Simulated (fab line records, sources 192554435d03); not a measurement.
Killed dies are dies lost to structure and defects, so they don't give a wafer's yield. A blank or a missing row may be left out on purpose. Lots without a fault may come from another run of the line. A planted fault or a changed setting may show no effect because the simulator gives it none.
fab line records | flow n5_finfet
record lots=12 wafers=36 last_day=18
route steps=1938 shown BEOL_M11@1569 PASSIVATION@1936
lots that met no fault: from a run of the same line without faults
start_h: hours from the record's first day to the start of the lot's first wafer shown | wait_h: hours since the lot's step before | " the same as in the row above | L1.1+2: a row that stands for several wafers | - no value, or no start given | * or withheld: withheld | < > ~ a bound
route shown NAME@n: a module of which the file shows steps, and the number in the route of the first | usual: mean/standard deviation of fault-free wafers | same: alike in all rows | chamber/n: place in a boat | sites: the reading at each site | _std_site: their standard deviation | _edge_site: outer sites' mean less inner sites' | radius_mm: how far each site lies from the wafer's centre | mask NAME#n: copy n | behind: the tool/chamber that last shaped the wafer | hold: why the lot was held/for how many hours/how that ended | device: the transistor (n, p or np) that didn't switch | end of line: the same wafers' tests at the end of the route | a step without rows: its recipe alone | killed: dies lost to structure and defects at the first sort, not the wafer's yield | map: a wafer's dies, x killed, . not, _ none there
set.NAME: the setting as run; set.NAME@STEP: as run at that earlier step | model.NAME: the simulator's own value behind a step, which no gauge read
steps of the route over a sample of lots; a table a step, a row a wafer
services: from which hour (start_h, from the record's first day; less than 0 if before it) a tool's chamber was out of use, for how many hours, and why
## steps
# step N5_BEOL_M11_OVL_MEAS_29
# recipe points_per_wafer=44
# usual V10_OVL=-0.2/0.83
# columns lot.wafer tool chamber start_h wait_h V10_OVL[nm]
L706.1 overlay-02 0 251.89 0.0 -0.9
L706.3 " 0 " " -0.7
L706.6 " 0 " " 0.3
L705.2 overlay-02 0 259.90 0.0 -0.6
L705.4 " 0 " " 0.2
L705.6 " 0 " " 0.3
L709.3 overlay-02 0 276.01 0.0 -0.8
L709.4 " 0 " " 0.3
L709.6 " 0 " " -0.1
L704.1 overlay-02 0 280.71 0.0 -0.3
L704.5 " 0 " " -0.8
L704.6 " 0 " " 1.6
L713.1 overlay-02 0 299.11 0.0 1.3
L713.2 " 0 " " 0.4
L713.4 " 0 " " -0.2
L715.2 overlay-02 0 301.13 0.0 -0.6
L715.3 " 0 " " 1.0
L715.6 " 0 " " 0.8
L722.3 overlay-01 0 355.95 0.0 -0.8
L722.4 " 0 " " -0.3
L722.6 " 0 " " -1.6
L723.1 overlay-02 0 374.19 0.0 -0.4
L723.2 " 0 " " 0.2
L723.4 " 0 " " -0.5
L725.2 overlay-01 0 382.47 0.0 -0.2
L725.3 " 0 " " 1.1
L725.4 " 0 " " 0.7
L724.1 overlay-01 0 382.64 0.0 1.3
L724.2 " 0 " " 0.0
L724.5 " 0 " " 1.6
L726.2 overlay-01 0 390.56 0.0 0.2
L726.3 " 0 " " -0.1
L726.4 " 0 " " 0.0
L727.2 overlay-02 0 390.73 0.0 -0.1
L727.4 " 0 " " -0.8
L727.5 " 0 " " -0.1
# step N5_BEOL_M11_PRE_CLEAN_45
# recipe gas=H2/He time_s=30 temp_c=250
# usual heater_power_w=313/23
# columns lot.wafer tool chamber start_h wait_h heater_power_w
L706.1 pvd_sputter-03 - 253.32 0.0 324
L706.3 " - " " 317
L706.6 " - " " 314
L705.2 pvd_sputter-03 - 261.41 0.0 298
L705.4 " - " " 287
L705.6 " - " " 279
L709.3 pvd_sputter-03 - 277.57 0.0 286
L709.4 " - " " 319
L709.6 " - " " 308
L704.1 pvd_sputter-01 - 282.45 0.0 315
L704.5 " - " " 318
L704.6 " - " " 335
L713.1 pvd_sputter-01 - 300.60 0.0 309
L713.2 " - " " 331
L713.4 " - " " 315
L715.2 pvd_sputter-03 - 303.54 0.0 314
L715.3 " - " " 295
L715.6 " - " " 315
L722.3 pvd_sputter-02 - 357.07 0.0 297
L722.4 " - " " 290
L722.6 " - " " 298
L723.1 pvd_sputter-03 - 375.42 0.0 321
L723.2 " - " " 296
L723.4 " - " " 277
L725.2 pvd_sputter-01 - 385.16 0.0 308
L725.3 " - " " 345
L725.4 " - " " 319
L724.1 pvd_sputter-01 - 385.24 0.0 333
L724.2 " - " " 315
L724.5 " - " " 330
L726.2 pvd_sputter-03 - 391.98 0.0 318
L726.3 " - " " 326
L726.4 " - " " 284
L727.2 pvd_sputter-03 - 392.06 0.0 314
L727.4 " - " " 276
L727.5 " - " " 330
# step N5_BEOL_M11_ALD_74
# recipe material=TaN target_thk_a=20 temp_c=275 ald_precursor_family=PDMAT ald_co_reactant=NH3 pressure_torr=3 carrier_flow_sccm=1500 pulse_time_s=2 purge_time_s=3 co_reactant_purge_time_s=2 co_reactant_pulse_time_s=3 ald_cycles=40 precursor_vessel_temp_c=75 precursor_vessel_pressure_torr=26.25 precursor_vessel_carrier_sccm=1000
# usual chamber_pressure_Torr=3.000/0.007 heater_power_w=404/28
# same co_reactant_pulse_time_s=3 purge_time_s=3
# columns lot.wafer tool chamber start_h wait_h chamber_pressure_Torr heater_power_w
L706.1 ald_metal-01 1 253.40 0.1 2.988 437
L706.3 " 3 " " 3.005 456
L706.6 " 1 " " 3.002 427
L705.2 ald_metal-03 1 261.49 0.1 3.006 376
L705.4 " 2 " " 2.999 401
L705.6 " 3 " " 2.998 415
L709.3 ald_metal-03 1 277.63 0.0 3.015 383
L709.4 " 3 " " 3.017 404
L709.6 " 1 " " 3.010 383
L704.1 ald_metal-03 0 282.51 0.0 3.006 415
L704.5 " 0 " " 2.991 410
L704.6 " 3 " " 2.998 419
L713.1 ald_metal-01 3 300.78 0.2 2.995 453
L713.2 " 2 " " 3.004 430
L713.4 " 0 " " 3.008 349
L715.2 ald_metal-02 0 303.60 0.0 2.996 445
L715.3 " 3 " " 3.006 395
L715.6 " 3 " " 3.013 407
L722.3 ald_metal-02 1 357.13 0.0 2.998 377
L722.4 " 2 " " 2.990 408
L722.6 " 2 " " 2.997 402
L723.1 ald_metal-02 2 375.49 0.0 2.992 408
L723.2 " 0 " " 2.991 433
L723.4 " 1 " " 3.014 377
L724.1 ald_metal-01 3 385.37 0.1 2.989 459
L724.2 " 2 " " 2.997 414
L724.5 " 1 " " 2.994 430
L725.2 ald_metal-03 0 385.38 0.2 2.992 401
L725.3 " 3 " " 3.011 411
L725.4 " 2 " " 3.000 386
L726.2 ald_metal-03 0 392.06 0.1 2.999 416
L726.3 " 3 " " 3.012 414
L726.4 " 1 " " 3.008 371
L727.2 ald_metal-03 2 392.34 0.3 2.991 394
L727.4 " 1 " " 3.010 375
L727.5 " 2 " " 2.994 398
# step N5_BEOL_M11_CVD_75
# recipe material=Co target_thk_a=20 temp_c=withheld precursor=CCTBA/H2 pressure_torr=30 time_s=138.9
# usual chamber_pressure_Torr=30.00/0.067 run_length_s=161.9/0.65
# columns lot.wafer tool chamber start_h wait_h chamber_pressure_Torr run_length_s
L706.1 cvd_co-02 2 253.76 0.0 29.97 161.5
L706.3 " 0 " " 29.89 161.9
L706.6 " 2 " " 29.90 160.9
L705.2 cvd_co-01 0 261.99 0.0 30.07 162.3
L705.4 " 2 " " 29.98 162.0
L705.6 " 1 " " 30.07 161.1
L709.3 cvd_co-02 1 278.08 0.1 30.08 162.7
L709.4 " 2 " " 30.08 161.8
L709.6 " 1 " " 30.05 162.4
L704.1 cvd_co-01 2 283.09 0.3 30.07 162.5
L704.5 " 0 " " 29.89 161.8
L704.6 " 2 " " 29.98 161.7
L713.1 cvd_co-02 2 301.19 0.1 30.08 161.6
L713.2 " 0 " " 29.85 127.2
L713.4 " 1 " " 29.96 127.5
L715.2 cvd_co-02 1 303.96 0.0 29.94 128.1
L715.3 " 0 " " 30.08 161.9
L715.6 " 0 " " 30.11 162.0
L722.3 cvd_co-01 2 357.64 0.2 30.05 162.7
L722.4 " 0 " " 30.08 162.1
L722.6 " 2 " " 30.03 162.1
L723.1 cvd_co-01 1 376.10 0.3 29.86 161.3
L723.2 " 2 " " 29.96 162.1
L723.4 " 2 " " 30.03 162.0
L724.1 cvd_co-01 1 385.80 0.0 29.98 161.0
L724.2 " 0 " " 30.07 162.6
L724.5 " 0 " " 30.05 162.0
L725.2 cvd_co-02 1 385.86 0.1 30.05 163.4
L725.3 " 2 " " 30.10 161.2
L725.4 " 2 " " 30.04 161.4
L726.2 cvd_co-01 0 392.60 0.1 29.88 162.1
L726.3 " 2 " " 30.08 161.8
L726.4 " 2 " " 30.10 162.5
L727.2 cvd_co-02 1 392.78 0.1 30.02 162.7
L727.4 " 0 " " 30.13 162.0
L727.5 " 2 " " 29.89 161.5
# step N5_PASSIVATION_PROBE_49
# usual defect_limited_yield=91.7/1.5 killed_at_M0_to_M3=32/10 killed_at_M4_up=14/5.3 killed_at_contacts=13/5.7 killed_at_front_end=37/10 killed_at_other=3.3/2.5 killed_dies=98/18 killed_open=65/13 killed_short=31/7.5 sort_bin_4_leakage=0.00/0.0099 sort_bin_5_function=4.9/0.91 sort_bin_6_memory=3.1/0.71 sort_bin_8_speed=0.00/0.017 sort_n_pass=1082/18 sort_yield_pct=91.7/1.5
# same gross_dies=1180 killed_at_back_side=0
# columns lot.wafer tool chamber start_h wait_h defect_limited_yield[%] killed_at_M0_to_M3 killed_at_M4_up killed_at_contacts killed_at_front_end killed_at_other killed_dies killed_open killed_short sort_bin_4_leakage[%] sort_bin_5_function[%] sort_bin_6_memory[%] sort_bin_8_speed[%] sort_n_pass sort_yield_pct[%]
L709.3 prober-01 - 316.77 0.1 91.9 29 8 12 43 4 96 68 27 0 4.2 3.5 0 1084 91.9
L709.4 prober-01 - 316.82 0.2 93.2 31 13 13 22 1 80 51 25 0 4.1 2.3 0 1100 93.2
L709.6 prober-01 - 316.92 0.3 91.8 29 21 18 24 5 97 72 24 0 5.2 3.0 0 1083 91.8
L713.1 prober-01 - 342.09 0.0 91.5 23 8 14 50 5 100 52 47 0 4.8 3.1 0 1080 91.5
L713.2 prober-01 - 342.14 0.1 89.8 38 14 13 53 2 120 71 47 0 6.1 3.6 0 1060 89.8
L713.4 prober-01 - 342.24 0.2 92.2 27 10 10 43 2 92 65 27 0 5.2 2.4 0 1088 92.2
L715.2 prober-01 - 342.45 0.1 91.4 37 18 13 26 7 101 59 37 0 6.0 2.0 0 1079 91.4
L715.3 prober-01 - 342.50 0.1 91.7 29 10 12 42 5 98 58 37 0 4.7 3.1 0 1082 91.7
L715.6 prober-01 - 342.65 0.3 92.9 27 15 21 16 5 84 61 23 0 4.0 2.9 0 1096 92.9
L725.2 prober-02 - 428.52 0.1 91.3 28 16 10 44 5 103 74 29 0 5.1 3.3 0 1077 91.3
L725.3 prober-02 - 428.57 0.1 89.9 47 11 10 48 3 119 82 33 0 5.3 4.2 0 1061 89.9
L725.4 prober-02 - 428.62 0.2 90.0 39 20 9 46 4 118 85 33 0 5.8 4.1 0 1062 90.0
L724.1 prober-02 - 428.77 0.1 94.3 20 8 3 33 3 67 41 20 0 2.9 2.2 0 1113 94.3
L724.2 prober-02 - 428.82 0.2 92.8 37 12 8 26 2 85 55 29 0 4.7 2.1 0 1095 92.8
L724.5 prober-02 - 428.97 0.3 93.9 18 9 8 33 4 72 43 28 0 3.2 2.5 0 1108 93.9
# killed by level:class
L709.3 FIN_SAQP:geometric_particle:open=13 MOL_CONTACT_COAG:geometric_particle:open=11 BEOL_M1:geometric_particle:open=10 STI_FIN_REVEAL:geometric_particle:open=8 FIN_SAQP:geometric_particle:short=7 DUMMY_GATE:geometric_particle:open=7 BEOL_M0_SAQP:geometric_particle:open=4 BEOL_M7:geometric_particle:open=4
L709.4 MOL_CONTACT_COAG:geometric_particle:open=11 BEOL_M2:geometric_particle:open=8 FIN_SAQP:geometric_particle:short=6 BEOL_M1:geometric_particle:open=6 BEOL_M0_SAQP:geometric_particle:short=4 BEOL_M2:geometric_particle:short=4 FIN_SAQP:geometric_particle:open=3 DUMMY_GATE:geometric_particle:open=3
L709.6 BEOL_M2:geometric_particle:open=19 BEOL_M4:geometric_particle:open=10 MOL_CONTACT_COAG:geometric_particle:short=9 MOL_CONTACT_COAG:geometric_particle:open=9 FIN_SAQP:geometric_particle:open=7 BEOL_M1:geometric_particle:open=5 BEOL_M5:geometric_particle:open=4 BEOL_M3:geometric_particle:open=3
L713.1 FIN_SAQP:geometric_particle:short=12 MOL_CONTACT_COAG:geometric_particle:open=12 FIN_SAQP:geometric_particle:open=7 DUMMY_GATE:geometric_particle:open=7 STARTING-WAFER:geometric_particle:short=7 STI_FIN_REVEAL:geometric_particle:open=6 BEOL_M0_SAQP:geometric_particle:short=6 BEOL_M3:geometric_particle:short=5
L713.2 FIN_SAQP:geometric_particle:short=22 MOL_CONTACT_COAG:geometric_particle:open=12 BEOL_M0_SAQP:geometric_particle:open=10 BEOL_M0_SAQP:geometric_particle:short=9 FIN_SAQP:geometric_particle:open=7 STI_FIN_REVEAL:geometric_particle:open=6 BEOL_M1:geometric_particle:open=6 BEOL_M6:geometric_particle:open=6
L713.4 STI_FIN_REVEAL:geometric_particle:open=14 FIN_SAQP:geometric_particle:short=10 MOL_CONTACT_COAG:geometric_particle:open=10 FIN_SAQP:geometric_particle:open=6 BEOL_M0_SAQP:geometric_particle:short=6 BEOL_M0_SAQP:geometric_particle:open=6 BEOL_M1:geometric_particle:open=6 BEOL_M2:geometric_particle:open=3
L715.2 BEOL_M0_SAQP:geometric_particle:open=12 BEOL_M0_SAQP:geometric_particle:short=11 MOL_CONTACT_COAG:geometric_particle:open=10 DUMMY_GATE:geometric_particle:open=6 BEOL_M3:geometric_particle:open=6 BEOL_M4:geometric_particle:open=6 STARTING-WAFER:geometric_particle:short=6 HKMG_FIN:area_etch=4
L715.3 FIN_SAQP:geometric_particle:open=12 BEOL_M0_SAQP:geometric_particle:short=11 MOL_CONTACT_COAG:geometric_particle:open=8 FIN_SAQP:geometric_particle:short=7 BEOL_M0_SAQP:geometric_particle:open=7 STI_FIN_REVEAL:geometric_particle:open=6 STI_FIN_REVEAL:geometric_particle:short=5 BEOL_M0:geometric_particle:open=4
L715.6 MOL_CONTACT_COAG:geometric_particle:open=17 BEOL_M0_SAQP:geometric_particle:open=10 BEOL_M4:geometric_particle:open=10 BEOL_M0_SAQP:geometric_particle:short=8 MOL_CONTACT_COAG:geometric_particle:short=4 BEOL_M5:geometric_particle:open=4 FIN_SAQP:geometric_particle:open=3 STI_FIN_REVEAL:geometric_particle:open=3
L725.2 STI_FIN_REVEAL:geometric_particle:open=14 MOL_CONTACT_COAG:geometric_particle:open=8 BEOL_M3:geometric_particle:open=7 BEOL_M4:geometric_particle:open=6 STI_FIN_REVEAL:geometric_particle:short=5 BEOL_M0_SAQP:geometric_particle:open=5 DUMMY_GATE:geometric_particle:open=4 BEOL_M2:geometric_particle:open=4
L725.3 STI_FIN_REVEAL:geometric_particle:open=13 BEOL_M3:geometric_particle:open=13 BEOL_M2:geometric_particle:open=10 DUMMY_GATE:geometric_particle:open=8 MOL_CONTACT_COAG:geometric_particle:open=8 BEOL_M0_SAQP:geometric_particle:open=6 GATE_CUT:geometric_particle:short=5 BEOL_M0_SAQP:geometric_particle:short=5
L725.4 STI_FIN_REVEAL:geometric_particle:open=15 BEOL_M2:geometric_particle:open=11 MOL_CONTACT_COAG:geometric_particle:open=9 FIN_SAQP:geometric_particle:open=8 BEOL_M1:geometric_particle:open=7 BEOL_M0_SAQP:geometric_particle:short=6 FIN_SAQP:geometric_particle:short=5 BEOL_M4:geometric_particle:open=5
L724.1 BEOL_M2:geometric_particle:open=6 FIN_SAQP:geometric_particle:short=4 GATE_CUT:geometric_particle:short=4 BEOL_M3:geometric_particle:open=4 STARTING-WAFER:geometric_particle:open=4 STI_FIN_REVEAL:geometric_particle:open=3 BEOL_M0:geometric_particle:open=3 STARTING-WAFER:geometric_particle:short=3
L724.2 BEOL_M2:geometric_particle:open=10 MOL_CONTACT_COAG:geometric_particle:open=7 BEOL_M1:geometric_particle:open=7 GATE_CUT:geometric_particle:open=6 BEOL_M2:geometric_particle:short=6 GATE_CUT:geometric_particle:short=5 BEOL_M3:geometric_particle:open=5 BEOL_M0_SAQP:geometric_particle:short=4
L724.5 FIN_SAQP:geometric_particle:open=9 FIN_SAQP:geometric_particle:short=9 BEOL_M2:geometric_particle:open=8 MOL_CONTACT_COAG:geometric_particle:open=7 BEOL_M0_SAQP:geometric_particle:short=5 GATE_CUT:geometric_particle:short=4 DUMMY_GATE:geometric_particle:open=2 GATE_CUT:geometric_particle:open=2
## services
# columns tool chamber start_h hours kind
ald_metal-01 - 292.02 8.7 pm
ald_metal-03 - 308.78 2.8 pm
ald_metal-02 1 309.81 - calibration
ald_metal-03 - 314.77 14.6 pm
cvd_co-02 1 333.33 - clean
cvd_co-02 1 333.33 22.0 scheduled_down
cvd_co-02 1 333.33 22.0 vent_cycle
ald_metal-02 - 337.28 14.0 pm
ald_metal-02 0 337.28 14.0 vent_cycle
ald_metal-02 1 337.28 14.0 vent_cycle
ald_metal-02 2 337.28 14.0 vent_cycle
ald_metal-02 3 337.28 14.0 vent_cycle
pvd_sputter-03 - 350.34 3.1 repair
ald_metal-02 0 351.28 - clean
ald_metal-02 1 351.28 - clean
ald_metal-02 2 351.28 - clean
ald_metal-02 3 351.28 - clean
ald_metal-02 - 368.48 6.0 pm
## key
first_sign step=N5_BEOL_M11_CVD_75 reading=run_length_s direction=down sigmas=53 usual=* struck=*
effect none on later readings
met_at N5_BEOL_M11_CVD_75
struck_lots L713,L715
struck_wafers L713.2,L713.4,L715.2
not_acting_at N5_BEOL_M11_OVL_MEAS_29,N5_BEOL_M11_PRE_CLEAN_45,N5_BEOL_M11_ALD_74
onset_between 278.08 301.19
fault kind=process_parameter_drift tool=cvd_co-02 chamber=- onset_h=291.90 steps=N5_BEOL_M11_CVD_75 channel=time_s offset=* shape=step end_h=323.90 scope=struck_wafers_only acts_in=* stated=*
